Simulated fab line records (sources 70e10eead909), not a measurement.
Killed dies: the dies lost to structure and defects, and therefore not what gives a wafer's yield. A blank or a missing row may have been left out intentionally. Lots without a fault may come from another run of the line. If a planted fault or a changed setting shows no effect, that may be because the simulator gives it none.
fab line records -- flow nand_harc
record: lots: 13, wafers: 39, last_day: 32
route steps=1302 shown A_CONTACT@1006 THIN_TSV@1259 END@1302
lots untouched by any fault: they come from a run of this same line in which no faults occurred
start_h: hours from the record's opening day to when the first of the lot's shown wafers began -- wait_h: hours since the lot's step before -- " repeats the value in the row above -- L1.1+2: a single row standing in for several wafers -- - value missing, or start not given -- * or withheld: withheld -- < > ~ a bound
route shown NAME@n: a module of which the file shows steps, and the number in the route of the first -- usual: mean and standard deviation over wafers with no fault -- same: alike in all rows -- chamber/n: place in a boat -- sites: each site's reading -- _std_site: standard deviation across them -- _edge_site: mean of outer sites minus mean of inner sites -- radius_mm: how far each site lies from the wafer's centre -- mask NAME#n: copy n -- behind: tool/chamber where the wafer was last shaped -- hold: why the lot was held/for how many hours/how that ended -- device: the n, p or np transistor that did not switch -- end of line: the tests these same wafers got at the end of their route -- a step with no rows: only its recipe -- killed: the dies lost at the first sort to structure and to defects; this is not the yield of the wafer -- map: a wafer's dies, x killed, . not, _ none there
set.NAME: the setting that was run; set.NAME@STEP: the one run at that earlier step -- model.NAME: the simulator's own value behind a step, which no gauge read
one table for each step of the route and one row for each wafer, over a sample of lots
services: the hour from which a tool's chamber was out of use, counted from the record's first day as start_h (under 0 if before that day), plus the number of hours and why
== steps ==
step: NHARC_A_CONTACT_ETCH_112
recipe: source_w: withheld, pressure_mtorr: 20, bias_v: 3000, time_s: 190, target_depth_a: 18500, ar_flow_sccm: withheld, c4f8_flow_sccm: withheld, o2_flow_sccm: withheld, chemistry: C4F8/O2/Ar
lot.wafer,tool,chamber,start_h,wait_h,rf_hours_counter_h
L612.2,har_cap_etch-02,0,503.56,0.2,84
L612.3,har_cap_etch-02,1,503.56,0.2,-
L612.6,har_cap_etch-02,0,503.56,0.2,-
L611.4,har_cap_etch-02,0,509.10,0.2,-
L611.5,har_cap_etch-02,0,509.10,0.2,-
L611.6,har_cap_etch-02,1,509.10,0.2,-
L614.2,har_cap_etch-03,1,512.82,0.2,45
L614.4,har_cap_etch-03,0,512.82,0.2,-
L614.5,har_cap_etch-03,1,512.82,0.2,-
L617.2,har_cap_etch-01,1,544.61,0.2,6
L617.5,har_cap_etch-01,0,544.61,0.2,-
L617.6,har_cap_etch-01,1,544.61,0.2,-
L618.1,har_cap_etch-01,1,571.13,0.2,10
L618.5,har_cap_etch-01,0,571.13,0.2,-
L618.6,har_cap_etch-01,1,571.13,0.2,-
L622.1,har_cap_etch-03,0,612.54,0.2,60
L622.3,har_cap_etch-03,0,612.54,0.2,-
L622.4,har_cap_etch-03,1,612.54,0.2,-
L621.2,har_cap_etch-01,0,613.04,0.2,16
L621.3,har_cap_etch-01,1,613.04,0.2,-
L621.6,har_cap_etch-01,1,613.04,0.2,-
L623.1,har_cap_etch-02,1,617.12,0.2,104
L623.3,har_cap_etch-02,1,617.12,0.2,-
L623.4,har_cap_etch-02,0,617.12,0.2,-
L624.4,har_cap_etch-03,0,626.83,0.2,-
L624.5,har_cap_etch-03,1,626.83,0.2,-
L624.6,har_cap_etch-03,0,626.83,0.2,-
L625.2,har_cap_etch-03,1,660.02,0.2,68
L625.4,har_cap_etch-03,0,660.02,0.2,-
L625.5,har_cap_etch-03,0,660.02,0.2,-
L630.4,har_cap_etch-02,1,686.43,0.2,-
L630.3,har_cap_etch-02,0,686.43,0.2,-
L630.5,har_cap_etch-02,0,686.43,0.2,-
L633.1,har_cap_etch-03,0,692.41,0.2,75
L633.3,har_cap_etch-03,0,692.41,0.2,-
L633.6,har_cap_etch-03,1,692.41,0.2,-
L632.2,har_cap_etch-02,0,695.87,0.2,121
L632.5,har_cap_etch-02,1,695.87,0.2,-
L632.6,har_cap_etch-02,0,695.87,0.2,-
step: NHARC_THIN_TSV_CD_MEAS_12
recipe: target_cd_nm: 1000, landing_energy_ev: 500
usual: cd_nm: 999.9/1.6
same: landing_energy_ev: 500
lot.wafer,tool,chamber,start_h,wait_h,cd_nm
L612.2,cd_sem-02,0,553.41,-,999.9
L612.3,cd_sem-02,0,553.41,-,1001.0
L612.6,cd_sem-02,0,553.41,-,1000.9
L614.2,cd_sem-02,0,561.81,-,1000.0
L614.4,cd_sem-02,0,561.81,-,1000.6
L614.5,cd_sem-02,0,561.81,-,998.8
L611.4,cd_sem-01,0,563.12,-,998.9
L611.5,cd_sem-01,0,563.12,-,998.5
L611.6,cd_sem-01,0,563.12,-,1000.0
L617.2,cd_sem-01,0,599.22,-,999.7
L617.5,cd_sem-01,0,599.22,-,999.9
L617.6,cd_sem-01,0,599.22,-,1001.5
L618.1,cd_sem-03,0,623.15,-,997.5
L618.5,cd_sem-03,0,623.15,-,999.5
L618.6,cd_sem-03,0,623.15,-,998.2
L622.1,cd_sem-03,0,668.61,-,998.2
L622.3,cd_sem-03,0,668.61,-,999.1
L622.4,cd_sem-03,0,668.61,-,1001.0
L621.2,cd_sem-01,0,671.75,-,1002.2
L621.3,cd_sem-01,0,671.75,-,1000.4
L621.6,cd_sem-01,0,671.75,-,1000.8
L624.4,cd_sem-01,0,676.77,-,1003.5
L624.5,cd_sem-01,0,676.77,-,1002.1
L624.6,cd_sem-01,0,676.77,-,1004.1
L623.1,cd_sem-03,0,678.12,-,998.6
L623.3,cd_sem-03,0,678.12,-,999.6
L623.4,cd_sem-03,0,678.12,-,1000.1
L625.2,cd_sem-03,0,715.66,-,999.3
L625.4,cd_sem-03,0,715.66,-,999.9
L625.5,cd_sem-03,0,715.66,-,1000.9
L630.3,cd_sem-01,0,746.72,-,998.4
L630.4,cd_sem-01,0,746.72,-,998.6
L630.5,cd_sem-01,0,746.72,-,1000.4
L633.1,cd_sem-03,0,747.92,-,1000.4
L633.3,cd_sem-03,0,747.92,-,1000.1
L633.6,cd_sem-03,0,747.92,-,999.8
L632.2,cd_sem-02,0,749.01,-,1000.3
L632.5,cd_sem-02,0,749.01,-,998.7
L632.6,cd_sem-02,0,749.01,-,998.8
step: NHARC_THIN_TSV_ETCH_44
recipe: target_depth_a: 15942, time_s: 797.1, cf4_flow_sccm: 150, o2_flow_sccm: 10, ar_flow_sccm: 0, rf_w: 300, bias_w: 800, chemistry: CF4/O2
usual: drypump_motor_current_A: 5.8/0.53, o2_flow_sccm: 9.997/0.028, oes_product_au: 1.000/0.01, rf_fwd_power_W: 299.6/0.81, rf_vpp_V: 797/4.5, showerhead_plenum_p_Torr: 1.87/0.071, throttle_valve_pct: 16.915/0.0087
lot.wafer,tool,chamber,start_h,wait_h,drypump_motor_current_A,o2_flow_sccm,oes_product_au,rf_fwd_power_W,rf_hours_counter_h,rf_vpp_V,showerhead_plenum_p_Torr,throttle_valve_pct
L612.2,rie_diel-06,0,553.65,0.1,6.1,9.979,0.998,298.5,2.1,800,1.94,16.912
L612.3,rie_diel-06,2,553.65,0.1,4.6,9.991,0.977,299.7,2.2,800,1.93,16.928
L612.6,rie_diel-06,0,553.65,0.1,6.1,10.011,0.992,298.9,-,803,1.94,16.915
L614.2,rie_diel-12,0,562.06,0.1,6.1,10.028,1.019,299.8,6.9,797,1.87,16.919
L614.4,rie_diel-12,1,562.06,0.1,6.0,9.997,0.991,298.6,7.9,788,1.74,16.923
L614.5,rie_diel-12,1,562.06,0.1,6.0,9.995,1.007,300.1,-,789,1.74,16.912
L611.4,rie_diel-03,2,563.61,0.3,5.8,9.955,1.003,300.2,-,798,1.89,16.905
L611.5,rie_diel-03,3,563.61,0.3,6.1,10.037,0.997,300.8,-,793,1.81,16.924
L611.6,rie_diel-03,1,563.61,0.3,5.5,9.980,0.993,299.9,-,800,1.92,16.917
L617.2,rie_diel-12,2,599.58,0.2,6.3,10.006,0.997,299.2,8.5,803,1.94,16.900
L617.6,rie_diel-12,0,599.58,0.2,6.1,10.038,1.007,300.3,-,796,1.87,16.907
L617.5,rie_diel-12,1,599.58,0.2,6.0,10.003,0.999,298.0,-,789,1.74,16.925
L618.1,rie_diel-03,1,623.51,0.2,5.6,9.981,1.012,300.8,7.0,800,1.92,16.910
L618.5,rie_diel-03,3,623.51,0.2,6.1,9.944,1.002,298.9,-,792,1.81,16.915
L618.6,rie_diel-03,0,623.51,0.2,5.8,9.995,0.993,299.9,-,796,1.85,16.914
L622.3,rie_diel-12,0,668.86,0.1,6.1,10.020,1.002,299.9,1.7,797,1.87,16.916
L622.4,rie_diel-12,1,668.86,0.1,6.0,9.976,0.984,299.2,1.7,789,1.74,16.906
L622.1,rie_diel-12,3,668.86,0.1,4.6,9.973,0.999,298.9,2.1,801,1.96,16.895
L621.3,rie_diel-03,1,672.10,0.2,5.5,10.021,1.013,300.5,0.7,800,1.92,16.909
L621.2,rie_diel-03,2,672.10,0.2,5.8,10.036,1.004,299.5,0.6,799,1.89,16.905
L621.6,rie_diel-03,0,672.10,0.2,5.7,9.999,0.994,301.6,-,796,1.85,16.919
L624.4,rie_diel-12,1,677.25,0.3,6.0,10.006,0.992,299.6,-,790,1.74,16.919
L624.6,rie_diel-12,2,677.25,0.3,6.3,9.968,1.004,300.6,-,801,1.94,16.909
L624.5,rie_diel-12,0,677.25,0.3,6.1,9.954,1.010,298.8,-,797,1.87,16.911
L623.3,rie_diel-06,2,678.38,0.1,4.6,10.040,0.980,299.0,0.4,800,1.93,16.908
L623.1,rie_diel-06,3,678.38,0.1,6.1,9.988,1.004,299.1,0.4,799,1.90,16.909
L623.4,rie_diel-06,1,678.38,0.1,5.6,9.998,1.001,299.5,-,788,1.76,16.916
L625.4,rie_diel-12,3,716.02,0.2,4.6,9.999,1.007,298.7,4.7,801,1.96,16.925
L625.2,rie_diel-12,0,716.02,0.2,6.1,10.048,1.016,299.9,5.4,797,1.87,16.909
L625.5,rie_diel-12,1,716.02,0.2,6.0,9.975,0.994,300.7,-,788,1.74,16.917
L630.4,rie_diel-12,1,747.07,0.2,6.0,9.969,0.994,298.7,8.0,790,1.74,16.907
L630.3,rie_diel-12,2,747.07,0.2,6.3,9.993,0.999,299.9,8.4,801,1.94,16.916
L630.5,rie_diel-12,0,747.07,0.2,6.1,9.974,1.018,300.3,-,796,1.87,16.919
L633.1,rie_diel-03,2,748.23,0.1,5.8,9.964,0.994,299.4,3.6,798,1.89,16.919
L633.3,rie_diel-03,3,748.23,0.1,6.1,9.968,0.986,298.8,4.1,793,1.80,16.923
L633.6,rie_diel-03,1,748.23,0.1,5.5,10.038,0.995,297.6,-,800,1.92,16.910
L632.2,rie_diel-06,0,749.37,0.2,6.1,9.999,1.006,299.8,2.7,802,1.94,16.901
L632.5,rie_diel-06,2,749.37,0.2,4.6,10.026,0.988,300.3,-,802,1.93,16.907
L632.6,rie_diel-06,3,749.37,0.2,6.1,9.972,0.999,298.7,-,799,1.89,16.924
step: NHARC_THIN_TSV_CMP_21
recipe: t_overpolish_s: 30, target_thk_nm: 2000
usual: motor_current_A: 12.4/1.2, overpolish_run_s: 30.001/0.0091
lot.wafer,tool,chamber,start_h,wait_h,motor_current_A,overpolish_run_s
L612.2,cmp-01,1,557.89,-,9.8,29.999
L612.3,cmp-01,0,557.89,-,13.7,30.004
L612.6,cmp-01,2,557.89,-,13.4,29.982
L614.2,cmp-01,3,566.19,-,12.6,30.002
L614.4,cmp-01,2,566.19,-,13.0,30.014
L614.5,cmp-01,0,566.19,-,14.1,30.010
L611.4,cmp-01,2,567.79,-,13.8,29.998
L611.6,cmp-01,2,567.79,-,12.9,30.016
L611.5,cmp-01,3,567.79,-,12.7,29.990
L617.2,cmp-02,0,603.58,-,13.4,30.006
L617.5,cmp-02,2,603.58,-,11.9,30.008
L617.6,cmp-02,3,603.58,-,12.3,29.995
L618.1,cmp-01,3,627.53,-,12.3,30.011
L618.5,cmp-01,1,627.53,-,10.0,29.986
L618.6,cmp-01,2,627.53,-,13.3,30.002
L622.4,cmp-01,0,672.96,-,13.5,29.987
L622.3,cmp-01,1,672.96,-,10.4,30.003
L622.1,cmp-01,3,672.96,-,12.3,29.993
L621.2,cmp-02,2,676.16,-,11.5,29.996
L621.3,cmp-02,3,676.16,-,12.8,30.005
L621.6,cmp-02,1,676.16,-,12.6,30.001
L624.4,cmp-04,2,681.36,-,13.3,30.008
L624.5,cmp-04,3,681.36,-,10.6,30.002
L624.6,cmp-04,0,681.36,-,12.5,29.992
L623.4,cmp-01,2,682.55,-,13.3,29.994
L623.1,cmp-01,3,682.55,-,12.8,29.998
L623.3,cmp-01,1,682.55,-,10.0,29.996
L625.2,cmp-02,2,719.97,-,12.0,29.991
L625.4,cmp-02,0,719.97,-,12.8,30.012
L625.5,cmp-02,1,719.97,-,13.2,30.016
L630.3,cmp-01,2,751.01,-,13.5,29.998
L630.4,cmp-01,3,751.01,-,12.4,30.015
L630.5,cmp-01,3,751.01,-,13.0,29.996
L633.3,cmp-02,2,752.23,-,11.3,29.997
L633.1,cmp-02,0,752.23,-,13.2,30.000
L633.6,cmp-02,3,752.23,-,12.5,29.988
L632.2,cmp-02,1,753.36,-,13.7,30.001
L632.6,cmp-02,3,753.36,-,12.8,29.990
L632.5,cmp-02,0,753.36,-,13.6,30.005
step: NHARC_END_SORT_01
recipe: temp_c: 25
usual: killed_at_array: 52/18, killed_at_other: 0.6/1.1, killed_at_periphery: 3.7/2.4, killed_dies: 57/19, killed_open: 3.1/1.7, killed_short: 2.5/1.7
same: gross_dies: 677
lot.wafer,tool,chamber,start_h,wait_h,killed_at_array,killed_at_other,killed_at_periphery,killed_dies,killed_open,killed_short
L630.3,prober-01,0,764.83,3.1,163,0,4,167,7,0
L630.4,prober-01,0,765.63,3.4,133,0,2,135,4,3
L630.5,prober-01,0,766.43,3.7,154,0,2,156,5,0
L632.2,prober-02,0,773.00,2.8,159,2,8,169,5,4
L632.5,prober-02,0,775.37,3.7,137,0,8,145,6,4
L632.6,prober-02,0,776.16,4.0,152,1,7,160,1,3
killed by level:class
L630.3 A_CONTACT:unspecified=96 A_CHANNEL_HOLE_D2:chamber_film_flake=23 A_SLIT:chamber_film_flake=22 A_CHANNEL_HOLE_D1:chamber_film_flake=11 A_ONON_D2:geometric_particle:open=3 P_M1:geometric_particle:open=2 A_CHANNEL_FILL_D1:chamber_film_flake=2 A_M1:chamber_film_flake=2
L630.4 A_CONTACT:unspecified=84 A_SLIT:chamber_film_flake=20 A_CHANNEL_HOLE_D2:chamber_film_flake=9 A_CHANNEL_HOLE_D1:chamber_film_flake=5 A_M1:chamber_film_flake=4 A_CONTACT:chamber_film_flake=3 P_GATE:chamber_film_flake=2 A_ONON_D1:geometric_particle:short=1
L630.5 A_CONTACT:unspecified=104 A_SLIT:chamber_film_flake=20 A_CHANNEL_HOLE_D1:chamber_film_flake=15 A_CHANNEL_HOLE_D2:chamber_film_flake=10 A_BLC:geometric_particle:open=2 P_GATE:geometric_particle:open=1 P_M1:geometric_particle:open=1 A_CHANNEL_FILL_D2:geometric_particle:open=1
L632.2 A_CONTACT:unspecified=101 A_SLIT:chamber_film_flake=25 A_CHANNEL_HOLE_D1:chamber_film_flake=16 A_CONTACT:chamber_film_flake=8 P_GATE:chamber_film_flake=3 A_CHANNEL_FILL_D1:geometric_particle:short=2 P_ZERO_WELL:chamber_film_flake=2 A_STAIRCASE:chamber_film_flake=2
L632.5 A_CONTACT:unspecified=90 A_SLIT:chamber_film_flake=15 A_CHANNEL_HOLE_D1:chamber_film_flake=7 A_STAIRCASE:chamber_film_flake=7 P_GATE:chamber_film_flake=5 A_WL_FILL:chamber_film_flake=3 A_CONTACT:chamber_film_flake=3 A_WL_FILL:geometric_particle:open=2
L632.6 A_CONTACT:unspecified=104 A_SLIT:chamber_film_flake=30 P_GATE:chamber_film_flake=5 A_CHANNEL_HOLE_D1:chamber_film_flake=5 A_CONTACT:chamber_film_flake=4 A_STAIRCASE:chamber_film_flake=3 A_CHANNEL_FILL_D1:geometric_particle:short=2 A_DECK1_JOINT:chamber_film_flake=2
== services ==
tool,chamber,start_h,hours,kind
rie_diel-03,3,480.25,2.1,repair
cmp-01,-,482.51,4.0,pm
rie_diel-03,1,499.58,4.4,repair
cmp-02,-,508.87,4.0,repair
cmp-01,-,508.97,0.2,repair
cmp-02,-,515.09,3.7,repair
rie_diel-03,3,524.97,1.7,repair
cmp-02,-,526.66,4.0,pm
rie_diel-12,0,530.21,16.7,repair
rie_diel-03,2,551.27,5.6,repair
rie_diel-03,0,557.86,8.6,repair
cmp-01,-,580.51,4.0,pm
cmp-02,-,615.01,12.4,repair
rie_diel-12,-,622.40,9.0,pm
cmp-02,-,657.00,0.5,repair
cmp-01,-,663.97,1.4,repair
rie_diel-12,3,675.21,9.1,repair
cmp-01,-,678.51,4.0,pm
cmp-01,-,690.69,3.0,repair
cmp-01,-,714.91,1.8,repair
cmp-01,-,717.22,0.5,repair
cmp-02,-,725.54,4.0,pm
cmp-01,-,727.66,0.7,repair
cmp-01,-,747.97,2.6,repair
== key ==
first_sign: step: NHARC_END_SORT_01, reading: killed_at_array, direction: up, sigmas: 5.3, usual: 52, struck: 150
effect: step: NHARC_END_SORT_01, reading: killed_dies, direction: up, sigmas: 5.1, usual: 57, struck: 155
more_kills_born_at: NHARC_A_CONTACT_ETCH_112@har_cap_etch-02: 563
met_at NHARC_A_CONTACT_ETCH_112
struck_lots L630,L632
tester_left_out L630,L632
not_acting_at NHARC_THIN_TSV_CD_MEAS_12,NHARC_THIN_TSV_ETCH_44,NHARC_THIN_TSV_CMP_21
onset_between 617.12 686.43
fault: kind: chamber_particle_source, tool: har_cap_etch-02, chamber: -, onset_h: 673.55, steps: NHARC_A_CONTACT_ETCH_112, rate_per_visit_cm2: 2.1922, end_h: 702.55
tester_left_out: of these lots the tester's yield and bins aren't shown, on N5 and GAA mostly nor the transistor test; their killed dies are dies lost to structure and defects alone, not to doping, threshold or leakage, so they don't give the yield
